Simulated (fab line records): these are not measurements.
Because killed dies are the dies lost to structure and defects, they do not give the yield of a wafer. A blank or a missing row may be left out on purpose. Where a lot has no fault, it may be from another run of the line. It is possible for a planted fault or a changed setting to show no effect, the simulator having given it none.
fab line records	flow n5-finfet
record: lots: 4	wafers: 12	last-day: 18
route steps=1938 shown BEOL_M4@1099 BEOL_M5@1112 BEOL_M12@1653 PASSIVATION@1936
lots untouched by any fault: they come from a run of this same line in which no faults occurred
start-h: the number of hours between the record's first day and the start of the first shown wafer of the lot	wait-h: time in hours since the lot's previous step	" identical to the entry in the row above	L1.1+2: several wafers, shown together as one row	- value missing, or start not given	* or withheld: withheld	< > ~ a bound
route shown NAME@n: NAME is a module with steps in the file, n the number in the route of the first one	usual: average and standard deviation across the fault-free wafers	same: alike in all rows	chamber/n: place in a boat	sites: each site's reading	_std_site: how widely they spread, as a standard deviation	_edge_site: the outer-site mean with the inner-site mean subtracted	radius-mm: how far each site lies from the wafer's centre	mask NAME#n: copy n	behind: tool/chamber where the wafer was last shaped	hold: why the lot was held/for how many hours/how that ended	device: whichever transistor did not switch (one of n, p or np)	end of line: the tests these same wafers got at the end of their route	step lacking rows: just its recipe	killed: the dies lost at the first sort to structure and to defects; this is not the yield of the wafer	map: a wafer's dies, x killed, . not, _ none there
set.NAME: the run value of the setting; set.NAME@STEP: its run value at that earlier step	model.NAME: the simulator's own value behind a step, which no gauge read
a table for each step, a row for each wafer; lots at some steps of the route
services: from which hour (start-h, from the record's first day; less than 0 if before it) a tool's chamber was out of use, for how many hours, and why
== steps ==
step: N5_BEOL_M4_ANNEAL_95
recipe: temp-c: 400	time-s: 240	ambient: vacuum
step: N5_BEOL_M4_SPUTTER_96
recipe: material: Cu	target-thk-a: 45	temp-c: -20	chamber-pressure-pa: 0.07	power-w: withheld	time-s: 8.29
step: N5_BEOL_M4_ECD_50
recipe: material: Cu	target-thk-a: 3000
step: N5_BEOL_M4_ANNEAL_51
recipe: temp-c: 225	time-s: 90	ambient: N2
step: N5_BEOL_M4_CMP_52
recipe: stop-on: SiOC	t-overpolish-s: 6.8	down-force-psi: 1	platen-rpm: 50	clearing-platen-down-force-psi: 1.5	clearing-platen-rpm: 50	post-cmp-clean: cu-alkaline	target-thk-nm: 40	clearing-platen-pad-velocity-m-s: 0.99484	pad-velocity-m-s: 0.99484
step: N5_BEOL_M4_PRE_CLEAN_60
recipe: gas: NH3/H2	time-s: 15	temp-c: *	rf-power-w: 300
step: N5_BEOL_M4_CO_CAP_55
recipe: material: Co	target-thk-a: 20	temp-c: 200	precursor: CCTBA/H2	pressure-torr: 30	time-s: 102.1
step: N5_BEOL_M4_PRE_CLEAN_56
recipe: gas: NH3	time-s: 15	temp-c: withheld	rf-power-w: 300
step: N5_BEOL_M4_DEP_57
recipe: material: SiCN	target-thk-a: 80	temp-c: withheld	precursor: 3MS/NH3	pressure-torr: 3	rf-w: 202	time-s: 14
step: N5_BEOL_M4_RC_MEAS_101
usual: DIBL_N: 37.2/2.1	DIBL_P: 37.3/2.3	IOFF_N: 0.18/0.041	IOFF_P: 0.24/0.042	ION_N: 680/13	ION_P: 466/7.7	SS_N: 71.8/0.68	SS_P: 73.5/0.66	VT_N: 249/3.6	VT_P: -248/3.4
lot.wafer	tool	chamber	start-h	wait-h	DIBL_N[mV/V]	DIBL_P[mV/V]	IOFF_N[nA/um]	IOFF_P[nA/um]	ION_N[uA/um]	ION_P[uA/um]	SS_N[mV/dec]	SS_P[mV/dec]	VT_N[mV]	VT_P[mV]
L344.2	prober-02	0	202.41	0.2	35.6	31.9	0.12	0.15	661	453	71.6	72.6	255	-252
L344.4	"	0	"	"	34.7	31.6	0.12	0.15	659	453	71.1	72.2	252	-253
L344.5	"	0	"	"	34.7	31.7	0.11	0.15	661	455	71.2	72.2	255	-254
L357.1	prober-01	0	305.27	0.0	37.9	39.1	0.20	0.27	687	473	72.3	73.9	249	-246
L357.3	"	0	"	"	35.1	35.8	0.14	0.22	650	460	70.6	73.3	251	-247
L357.5	"	0	"	"	36.0	36.8	0.16	0.23	673	468	71.4	73.3	250	-248
L359.2	prober-01	0	308.52	0.6	38.6	38.9	0.16	0.22	668	455	71.4	73.9	253	-252
L359.4	"	0	"	"	35.9	35.5	0.12	0.19	665	464	71.0	72.7	252	-254
L359.6	"	0	"	"	35.9	35.1	0.13	0.18	668	458	70.6	73.4	256	-254
L358.1	prober-01	0	316.30	0.0	37.4	39.8	0.20	0.28	684	477	72.2	74.0	248	-246
L358.2	"	0	"	"	37.5	39.5	0.21	0.27	694	473	72.8	73.7	247	-245
L358.3	"	0	"	"	37.1	39.2	0.20	0.28	698	483	72.2	73.8	244	-245
step: N5_BEOL_M5_ILD_DEP_00
recipe: material: SiCOH_lowk	target-thk-a: 1406.4	temp-c: 300	precursor: DEMS/porogen	pressure-torr: 5	rf-w: 500	time-s: 25.9
step: N5_BEOL_M5_CURE_79
recipe: temp-c: 385	time-s: 240	ambient: He/Ar	material: SiCOH_lowk
step: N5_BEOL_M5_PECVD_70
recipe: material: SiO2	target-thk-a: 160	temp-c: 400	precursor: TEOS/O2	pressure-torr: 5.5	rf-w: 450	teos-flow-sccm: 53.8	gas: O2	flow-sccm: 3000	time-s: 18
step: N5_BEOL_M5_HM_DEP_02
recipe: material: TiN	target-thk-a: 200	temp-c: 25	chamber-pressure-pa: 0.49996
step: N5_BEOL_M5_COAT_59
recipe: resist: SOC	temp-c: 250	time-s: 60	spin-rpm: 1500	resist-thk-nm: 60
step: N5_BEOL_M5_COAT_60
recipe: resist: SiARC	temp-c: 220	time-s: 60	spin-rpm: 1500	resist-thk-nm: 12
step: N5_BEOL_M5_COAT_71
recipe: resist: underlayer	temp-c: 205	time-s: 60	spin-rpm: 1500	resist-thk-nm: 5
step: N5_BEOL_M5_COAT_05
recipe: resist: CAR-EUV	spin-rpm: 1500	resist-thk-nm: 30
step: N5_BEOL_M5_EBR_07
recipe: solvent: PGMEA	ebr-width-mm: 1.5
step: N5_BEOL_M5_SOFTBAKE_06
recipe: temp-c: 110	time-s: 60	resist: CAR-EUV
step: N5_BEOL_M5_EXPOSE_08
recipe: mask-id: M5	na: 0.33	source-shape: annular	sigma-inner: 0.4	sigma-outer: 0.8	polarization: unpolarized	target-cd-nm: 28	dose-mj: 35.75
step: N5_BEOL_M5_PEB_09
recipe: peb-temp-c: 100	peb-time-s: 60	resist: CAR-EUV
step: N5_BEOL_M5_DEVELOP_10
recipe: develop-time-s: 30	developer: TMAH	resist: CAR-EUV	rinse-liquid: surfactant-rinse	dry: air-spin	dev-temp-c: 23
step: N5_BEOL_M5_DESCUM_16
recipe: chemistry: O2	time-s: 7	source-power-w: 50	bias-power-w: 20	pressure-mtorr: 20	rf-frequency-hz: 2.712e+07	temp-c: 40	resist: CAR-EUV	o2-flow-sccm: 225
step: N5_BEOL_M5_ETCH_72
recipe: chemistry: N2/H2	target: underlayer	target-depth-a: 65	mask-material: CAR-EUV	time-s: 5.2	ion-energy-ev: 200	pressure-mtorr: 30	source-w: 840	bias-w: 150	n2-flow-sccm: 200	h2-flow-sccm: 200	ends: cleared
step: N5_BEOL_M5_ETCH_61
recipe: chemistry: CF4	target: SiARC	target-depth-a: 156	mask-material: CAR-EUV	time-s: 26	ion-energy-ev: 80	pressure-mtorr: 40	source-w: 545	bias-w: 36	Ar_flow_sccm: 100	cf4-flow-sccm: 100	ends: cleared
step: N5_BEOL_M5_ETCH_62
recipe: chemistry: N2/H2	target: SOC	target-depth-a: 750	overetch-a: 150	mask-material: SiARC	temp-c: 40	time-s: 112.5	ion-energy-ev: 200	pressure-mtorr: 30	source-w: 840	bias-w: 150	n2-flow-sccm: 200	h2-flow-sccm: 200
step: N5_BEOL_M5_STRIP_63
recipe: chemistry: N2/H2	temp-c: 40	n2-flow-sccm: 200	h2-flow-sccm: 200	rf-frequency-hz: 6e+07
step: N5_BEOL_M5_STRIP_73
recipe: chemistry: N2/H2	temp-c: 40	n2-flow-sccm: 200	h2-flow-sccm: 200	rf-frequency-hz: 6e+07
step: N5_BEOL_M5_STRIP_64
recipe: chemistry: CF4	resist: SiARC	power-w: 300	bias-power-w: 75	pressure-mtorr: 50	cf4-flow-sccm: 150	rf-frequency-hz: 6e+07
step: N5_BEOL_M5_HM_OPEN_17
recipe: chemistry: Cl2/BCl3	target-depth-a: 200	overetch-a: 60	target: TiN	mask-material: SOC	ion-energy-ev: 150	pressure-mtorr: 10	icp-w: 1000	bias-w: 126	Cl2_flow_sccm: 53.25	bcl3-flow-sccm: 21.75	Ar_flow_sccm: 25
step: N5_BEOL_M5_STRIP_19
recipe: chemistry: O2	power-w: 400	temp-c: 40	pressure-mtorr: 30	rf-frequency-hz: 6e+07	bias-power-w: 0	overash-fraction: 0.2	o2-flow-sccm: 225
step: N5_BEOL_M5_COAT_65
recipe: resist: SOC	temp-c: 250	time-s: 60	spin-rpm: 1500	resist-thk-nm: 60
step: N5_BEOL_M5_COAT_66
recipe: resist: SiARC	temp-c: 220	time-s: 60	spin-rpm: 1500	resist-thk-nm: 12
step: N5_BEOL_M12_CMP_49
recipe: stop-on: SiOC	t-overpolish-s: 20.6	down-force-psi: 1	platen-rpm: 50	clearing-platen-down-force-psi: 1.5	clearing-platen-rpm: 50	post-cmp-clean: cu-alkaline	target-thk-nm: 320	clearing-platen-pad-velocity-m-s: 0.99484	pad-velocity-m-s: 0.99484
usual: barrier-field-endpoint-s: 30.3/0.71	clearing-platen-down-force-psi: 1.4999/0.0028	edge-zone-pressure-frac: 1.000/0.0047	motor-current-A: 6.0/0.6	overpolish-run-s: 20.599/0.009
lot.wafer	tool	chamber	start-h	wait-h	barrier-field-endpoint-s	clearing-platen-down-force-psi	edge-zone-pressure-frac	motor-current-A	overpolish-run-s	model.Cu_of_BEOL_M12_ECD_47.thk-nm
L344.4	cmp-04	2	269.13	0.1	29.6	1.4985	1.006	7.5	20.618	330
L344.2	"	1	"	"	30.2	1.4988	1.003	6.4	20.609	315.6
L344.5	"	2	"	"	29.9	1.5030	1.006	7.2	20.596	327.6
L357.1	cmp-03	0	374.99	0.3	-	-	-	-	-	722
L357.3	"	3	"	"	-	-	-	-	-	726.4
L357.5	"	0	"	"	-	-	-	-	-	714.6
L358.1	cmp-04	2	381.59	0.3	-	-	-	-	-	722.6
L358.3	"	3	"	"	-	-	-	-	-	723.2
L358.2	"	0	"	"	-	-	-	-	-	726
L359.2	cmp-01	2	384.04	0.2	30.4	1.4961	0.998	5.3	20.612	321.2
L359.4	"	0	"	"	31.0	1.5002	1.007	5.3	20.613	319.6
L359.6	"	2	"	"	30.4	1.4977	1.004	5.1	20.598	319.4
step: N5_BEOL_M12_THK_MEAS_50
recipe: thk-meas-gauge: xrf	reads: Cu_of_BEOL_M12_ECD_47
usual: M12_THK: 320/6
lot.wafer	tool	chamber	start-h	wait-h	M12_THK[nm]
L344.2	film-metro-01	-	269.43	-	319
L344.4	"	-	"	"	334
L344.5	"	-	"	"	331
L357.1	film-metro-01	-	375.28	0.3	719
L357.3	"	-	"	"	722
L357.5	"	-	"	"	706
L358.1	film-metro-02	-	381.85	0.2	722
L358.2	"	-	"	"	728
L358.3	"	-	"	"	723
L359.2	film-metro-01	-	384.29	-	321
L359.4	"	-	"	"	319
L359.6	"	-	"	"	320
step: N5_BEOL_M12_RS_MEAS_54
recipe: thk-meas-gauge: four-point-probe	reads: Cu_of_BEOL_M12_ECD_47+Ta_of_BEOL_M12_SPUTTER_44+TaN_of_BEOL_M12_SPUTTER_43
usual: M12_RS: 0.0601/0.001
lot.wafer	tool	chamber	start-h	wait-h	M12_RS[ohm/sq]
L344.2	film-metro-01	-	269.55	0.0	0.0609
L344.4	"	-	"	"	0.0581
L344.5	"	-	"	"	0.0585
L357.1	film-metro-02	-	375.44	0.1	0.0232
L357.3	"	-	"	"	0.0231
L357.5	"	-	"	"	0.0235
L358.1	film-metro-02	-	381.97	0.0	0.0233
L358.2	"	-	"	"	0.0231
L358.3	"	-	"	"	0.0232
L359.2	film-metro-01	-	384.42	0.0	0.0598
L359.4	"	-	"	"	0.0602
L359.6	"	-	"	"	0.0601
step: N5_BEOL_M12_INSPECT_55
recipe: inspect-instrument: darkfield	mode: post-dep
usual: raw-defect-count: 67/20
lot.wafer	tool	chamber	start-h	wait-h	raw-defect-count
L344.2	defect-inspect-02	-	269.58	0.0	68
L344.4	"	-	"	"	37
L344.5	"	-	"	"	51
L357.1	defect-inspect-01	-	375.46	0.0	4908
L357.3	"	-	"	"	4873
L357.5	"	-	"	"	4751
L358.1	defect-inspect-02	-	382.00	0.0	4878
L358.2	"	-	"	"	4997
L358.3	"	-	"	"	4760
L359.2	defect-inspect-01	-	384.44	0.0	94
L359.4	"	-	"	"	64
L359.6	"	-	"	"	47
step: N5_PASSIVATION_PROBE_49
usual: defect-limited-yield: 91.0/1.6	killed_at_M0_to_M3: 35/11	killed_at_M4_up: 14/5.3	killed-at-contacts: 13/6.7	killed-at-front-end: 41/12	killed-at-other: 3.9/2.7	killed-dies: 106/19	killed-on-rim: 14/4	killed-open: 70/14	killed-short: 35/8.8	sort_bin_5_function: 5.3/1	sort_bin_6_memory: 3.3/0.81	sort-n-pass: 1073/19	sort-yield-pct: 91.0/1.6
same: gross-dies: 1180	killed-at-back-side: 0	sort_bin_4_leakage[%]: 0	sort_bin_8_speed[%]: 0
lot.wafer	tool	chamber	start-h	wait-h	defect-limited-yield[%]	killed_at_M0_to_M3	killed_at_M4_up	killed-at-contacts	killed-at-front-end	killed-at-other	killed-dies	killed-on-rim	killed-open	killed-short	sort_bin_5_function[%]	sort_bin_6_memory[%]	sort-n-pass	sort-yield-pct[%]
L357.1	prober-02	-	408.95	0.0	0	29	1071	20	54	6	1180	152	102	34	6.7	4.5	0	0
L357.3	prober-02	-	409.05	0.1	0	35	1052	25	62	6	1180	152	87	51	7.3	4.1	0	0
L357.5	prober-02	-	409.15	0.2	0	27	1049	17	83	4	1180	152	102	42	6.9	4.7	0	0
L358.1	prober-02	-	423.41	0.0	0	23	1085	5	64	3	1180	152	63	44	5.8	3.0	0	0
L358.2	prober-02	-	423.46	0.1	0	28	1085	12	54	1	1180	152	68	38	4.9	3.6	0	0
L358.3	prober-02	-	423.51	0.1	0	20	1103	7	48	2	1180	152	63	20	4.3	2.5	0	0
killed by level:class
L357.1 BEOL_M12:area-cmp=1041 BEOL_M4:geometric-particle:open=19 MOL_CONTACT_COAG:geometric-particle:open=17 STI_FIN_REVEAL:geometric-particle:open=12 BEOL_M0_SAQP:geometric-particle:open=12 FIN_SAQP:geometric-particle:short=11 DUMMY_GATE:geometric-particle:open=10 FIN_SAQP:geometric-particle:open=8
L357.3 BEOL_M12:area-cmp=1041 FIN_SAQP:geometric-particle:short=19 MOL_CONTACT_COAG:geometric-particle:open=19 BEOL_M0_SAQP:geometric-particle:open=13 DUMMY_GATE:geometric-particle:open=11 STI_FIN_REVEAL:geometric-particle:open=11 BEOL_M0_SAQP:geometric-particle:short=11 FIN_SAQP:geometric-particle:open=6
L357.5 BEOL_M12:area-cmp=1036 STI_FIN_REVEAL:geometric-particle:open=37 FIN_SAQP:geometric-particle:short=14 MOL_CONTACT_COAG:geometric-particle:open=14 FIN_SAQP:geometric-particle:open=11 BEOL_M3:geometric-particle:open=8 BEOL_M0_SAQP:geometric-particle:short=6 DUMMY_GATE:geometric-particle:open=5
L358.1 BEOL_M12:area-cmp=1073 FIN_SAQP:geometric-particle:short=17 FIN_SAQP:geometric-particle:open=16 STI_FIN_REVEAL:geometric-particle:open=9 BEOL_M2:geometric-particle:open=9 GATE_CUT:geometric-particle:short=6 MOL_CONTACT_COAG:geometric-particle:open=4 BEOL_M3:geometric-particle:open=4
L358.2 BEOL_M12:area-cmp=1074 FIN_SAQP:geometric-particle:open=13 GATE_CUT:geometric-particle:short=12 MOL_CONTACT_COAG:geometric-particle:open=11 STI_FIN_REVEAL:geometric-particle:open=10 FIN_SAQP:geometric-particle:short=8 BEOL_M1:geometric-particle:open=7 BEOL_M2:geometric-particle:open=7
L358.3 BEOL_M12:area-cmp=1097 STI_FIN_REVEAL:geometric-particle:open=14 BEOL_M2:geometric-particle:open=10 FIN_SAQP:geometric-particle:open=8 FIN_SAQP:geometric-particle:short=8 BEOL_M3:geometric-particle:open=6 DUMMY_GATE:geometric-particle:open=5 GATE_CUT:geometric-particle:open=4
map L357.1 (x killed, . not)
_________________xxxxxxxxxxxx________________
______________xxxxxxxxxxxxxxxxxx_____________
___________xxxxxxxxxxxxxxxxxxxxxxxx__________
__________xxxxxxxxxxxxxxxxxxxxxxxxxx_________
________xxxxxxxxxxxxxxxxxxxxxxxxxxxxxx_______
_______xxxxxxxxxxxxxxxxxxxxxxxxxxxxxxxx______
______xxxxxxxxxxxxxxxxxxxxxxxxxxxxxxxxxx_____
_____xxxxxxxxxxxxxxxxxxxxxxxxxxxxxxxxxxxx____
____xxxxxxxxxxxxxxxxxxxxxxxxxxxxxxxxxxxxxx___
___xxxxxxxxxxxxxxxxxxxxxxxxxxxxxxxxxxxxxxxx__
___xxxxxxxxxxxxxxxxxxxxxxxxxxxxxxxxxxxxxxxx__
__xxxxxxxxxxxxxxxxxxxxxxxxxxxxxxxxxxxxxxxxxx_
__xxxxxxxxxxxxxxxxxxxxxxxxxxxxxxxxxxxxxxxxxx_
_xxxxxxxxxxxxxxxxxxxxxxxxxxxxxxxxxxxxxxxxxxxx
_xxxxxxxxxxxxxxxxxxxxxxxxxxxxxxxxxxxxxxxxxxxx
_xxxxxxxxxxxxxxxxxxxxxxxxxxxxxxxxxxxxxxxxxxxx
_xxxxxxxxxxxxxxxxxxxxxxxxxxxxxxxxxxxxxxxxxxxx
_xxxxxxxxxxxxxxxxxxxxxxxxxxxxxxxxxxxxxxxxxxxx
_xxxxxxxxxxxxxxxxxxxxxxxxxxxxxxxxxxxxxxxxxxxx
_xxxxxxxxxxxxxxxxxxxxxxxxxxxxxxxxxxxxxxxxxxxx
_xxxxxxxxxxxxxxxxxxxxxxxxxxxxxxxxxxxxxxxxxxxx
__xxxxxxxxxxxxxxxxxxxxxxxxxxxxxxxxxxxxxxxxxx_
__xxxxxxxxxxxxxxxxxxxxxxxxxxxxxxxxxxxxxxxxxx_
___xxxxxxxxxxxxxxxxxxxxxxxxxxxxxxxxxxxxxxxx__
___xxxxxxxxxxxxxxxxxxxxxxxxxxxxxxxxxxxxxxxx__
____xxxxxxxxxxxxxxxxxxxxxxxxxxxxxxxxxxxxxx___
_____xxxxxxxxxxxxxxxxxxxxxxxxxxxxxxxxxxxx____
______xxxxxxxxxxxxxxxxxxxxxxxxxxxxxxxxxx_____
_______xxxxxxxxxxxxxxxxxxxxxxxxxxxxxxxx______
________xxxxxxxxxxxxxxxxxxxxxxxxxxxxxx_______
__________xxxxxxxxxxxxxxxxxxxxxxxxxx_________
___________xxxxxxxxxxxxxxxxxxxxxxxx__________
______________xxxxxxxxxxxxxxxxxx_____________
_________________xxxxxxxxxxxx________________
map L358.1 (x killed, . not)
_________________xxxxxxxxxxxx________________
______________xxxxxxxxxxxxxxxxxx_____________
___________xxxxxxxxxxxxxxxxxxxxxxxx__________
__________xxxxxxxxxxxxxxxxxxxxxxxxxx_________
________xxxxxxxxxxxxxxxxxxxxxxxxxxxxxx_______
_______xxxxxxxxxxxxxxxxxxxxxxxxxxxxxxxx______
______xxxxxxxxxxxxxxxxxxxxxxxxxxxxxxxxxx_____
_____xxxxxxxxxxxxxxxxxxxxxxxxxxxxxxxxxxxx____
____xxxxxxxxxxxxxxxxxxxxxxxxxxxxxxxxxxxxxx___
___xxxxxxxxxxxxxxxxxxxxxxxxxxxxxxxxxxxxxxxx__
___xxxxxxxxxxxxxxxxxxxxxxxxxxxxxxxxxxxxxxxx__
__xxxxxxxxxxxxxxxxxxxxxxxxxxxxxxxxxxxxxxxxxx_
__xxxxxxxxxxxxxxxxxxxxxxxxxxxxxxxxxxxxxxxxxx_
_xxxxxxxxxxxxxxxxxxxxxxxxxxxxxxxxxxxxxxxxxxxx
_xxxxxxxxxxxxxxxxxxxxxxxxxxxxxxxxxxxxxxxxxxxx
_xxxxxxxxxxxxxxxxxxxxxxxxxxxxxxxxxxxxxxxxxxxx
_xxxxxxxxxxxxxxxxxxxxxxxxxxxxxxxxxxxxxxxxxxxx
_xxxxxxxxxxxxxxxxxxxxxxxxxxxxxxxxxxxxxxxxxxxx
_xxxxxxxxxxxxxxxxxxxxxxxxxxxxxxxxxxxxxxxxxxxx
_xxxxxxxxxxxxxxxxxxxxxxxxxxxxxxxxxxxxxxxxxxxx
_xxxxxxxxxxxxxxxxxxxxxxxxxxxxxxxxxxxxxxxxxxxx
__xxxxxxxxxxxxxxxxxxxxxxxxxxxxxxxxxxxxxxxxxx_
__xxxxxxxxxxxxxxxxxxxxxxxxxxxxxxxxxxxxxxxxxx_
___xxxxxxxxxxxxxxxxxxxxxxxxxxxxxxxxxxxxxxxx__
___xxxxxxxxxxxxxxxxxxxxxxxxxxxxxxxxxxxxxxxx__
____xxxxxxxxxxxxxxxxxxxxxxxxxxxxxxxxxxxxxx___
_____xxxxxxxxxxxxxxxxxxxxxxxxxxxxxxxxxxxx____
______xxxxxxxxxxxxxxxxxxxxxxxxxxxxxxxxxx_____
_______xxxxxxxxxxxxxxxxxxxxxxxxxxxxxxxx______
________xxxxxxxxxxxxxxxxxxxxxxxxxxxxxx_______
__________xxxxxxxxxxxxxxxxxxxxxxxxxx_________
___________xxxxxxxxxxxxxxxxxxxxxxxx__________
______________xxxxxxxxxxxxxxxxxx_____________
_________________xxxxxxxxxxxx________________
== services ==
tool	chamber	start-h	hours	kind
cmp-01	-	250.04	14.9	pm
cmp-01	-	269.52	5.5	repair
cmp-04	-	296.61	0.9	repair
cmp-03	-	324.96	4.0	pm
cmp-03	-	328.96	-	consumable-replace:conditioner
cmp-03	-	328.96	-	consumable-replace:pad
cmp-04	-	329.53	6.7	pm
cmp-04	-	341.12	1.1	repair
== key ==
first-sign: step: N5_BEOL_M12_CMP_49	reading: tool-record	direction: missing
effect: step: N5_BEOL_M12_THK_MEAS_50	reading: M12_THK	direction: up	sigmas: 67	usual: 320	struck: 720
effect: step: N5_BEOL_M12_RS_MEAS_54	reading: M12_RS	direction: down	sigmas: 35	usual: 0.0601	struck: 0.0232
effect: step: N5_BEOL_M12_INSPECT_55	reading: raw-defect-count	direction: up	sigmas: 99+	usual: 67	struck: 4861
effect: step: N5_PASSIVATION_PROBE_49	reading: killed_at_M4_up	direction: up	sigmas: 99+	usual: 14	struck: 1074
model-effect: step: N5_BEOL_M12_CMP_49	value: Cu_of_BEOL_M12_ECD_47.thk-nm	without: 318	struck: 722.5
more-kills-born-at: N5_BEOL_M12_CMP_49@cmp-04: 3244	N5_BEOL_M12_CMP_49@cmp-03: 3118
met-at N5_BEOL_M12_CMP_49
struck-wafers L357.1,L357.3,L357.5,L358.1,L358.2,L358.3
later-rows-left-out L357.1,L357.3,L357.5,L358.1,L358.2,L358.3
onset-between 269.13 374.99
fault: kind: skipped-step-whole	tool: cmp-03,cmp-04	chamber: -	onset-h: 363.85	steps: N5_BEOL_M12_CMP_49	scope: struck-lots-only
later-rows-left-out: the simulator's readings of these wafers behind a module that went badly wrong aren't trusted and aren't shown, but for the sort
